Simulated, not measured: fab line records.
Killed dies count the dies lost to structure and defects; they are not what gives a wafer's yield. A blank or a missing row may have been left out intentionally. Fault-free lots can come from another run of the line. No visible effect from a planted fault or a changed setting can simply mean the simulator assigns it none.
2 desks, one fault / flow nand harc / what lay behind the numbers comes last; until then each desk has only its own

FOR THE TOOL OWNER'S DESK: rie diel-09
The tool's own readings at NHARC_P_CONTACT_ETCH_18 (etches the open film in C4F8/O2/Ar, target depth 481 nm, time 240.5 s): means of the sampled wafers that have a number, for each lot that ran on this tool. Any lot whose mean is over 4 standard deviations away from the usual mean is out of limits and marked OUT; that distance is given in the brackets.
Columns: A = oes product au at NHARC_P_CONTACT_ETCH_18, usual 0.961 a.u.; B = rf fwd power W at NHARC_P_CONTACT_ETCH_18, usual 598.4 W; C = rf vpp V at NHARC_P_CONTACT_ETCH_18, usual 976 V; D = run length s at NHARC_P_CONTACT_ETCH_18, usual 261.6 s
lot=L947; first seen here=day 5 18:41; A=0.953; B=599.1; C=976; D=261.8
lot=L948; first seen here=day 6 08:11; A=0.969; B=599.6; C=976; D=261.7
lot=L954; first seen here=day 7 09:13; A=0.965; B=598.6; C=975; D=261.8
lot=L955; first seen here=day 8 04:52; A=0.959; B=598.3; C=974; D=261.5
lot=L958; first seen here=day 8 18:06; A=0.913; B=597.9; C=976; D=234.3 (-80) OUT
lot=L960; first seen here=day 9 04:31; A=0.953; B=599.5; C=976; D=234.2 (-81) OUT
This desk's verdict: out of limits on L958, L960, starting with L958 at day 8 18:06 (run length s at NHARC_P_CONTACT_ETCH_18). L947, L948, L954, L955 stayed within limits.

FROM THE METROLOGY DESK
What the gauges read, lot by lot, whatever tool the lot ran on: means of the sampled wafers that have a number. Any lot whose mean is over 4 standard deviations away from the usual mean is out of limits and marked OUT; that distance is given in the brackets.
Columns: A = cd nm at NHARC_P_CONTACT_CD_MEAS_19, usual 89.2 nm
lot=L946; first seen here=day 5 06:55; A=88.0
lot=L947; first seen here=day 5 19:04; A=90.2
lot=L950; first seen here=day 6 07:59; A=88.9
lot=L948; first seen here=day 6 08:33; A=88.7
lot=L949; first seen here=day 6 08:52; A=91.8
lot=L952; first seen here=day 6 22:11; A=90.7
lot=L951; first seen here=day 7 01:26; A=88.1
lot=L954; first seen here=day 7 09:34; A=88.8
lot=L953; first seen here=day 7 11:55; A=86.5
lot=L955; first seen here=day 8 05:15; A=89.8
lot=L958; first seen here=day 8 18:41; A=88.5
lot=L960; first seen here=day 9 04:55; A=90.4
lot=L966; first seen here=day 10 17:28; A=88.5
This desk's finding: nothing out of limits on any of the 13 lots.

ALL TOGETHER
The tool owner's desk could have raised an alarm at day 8 18:06, on L958, L960.
At the metrology desk, nothing out of limits was observed.
The metrology desk holds a record of L958, L960, inside its limits.
NHARC_P_CONTACT_ETCH_18 was run on rie diel-09 by each of the lots named.

WHAT HAD BEEN PUT IN BY THE SIMULATOR
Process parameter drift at NHARC_P_CONTACT_ETCH_18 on rie diel-09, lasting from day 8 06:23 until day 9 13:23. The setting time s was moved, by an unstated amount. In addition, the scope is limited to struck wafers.
Shown lots that were struck: L958, L960.
Each desk's first reading out of limits, in hours after the fault started: the tool owner's desk, 12.
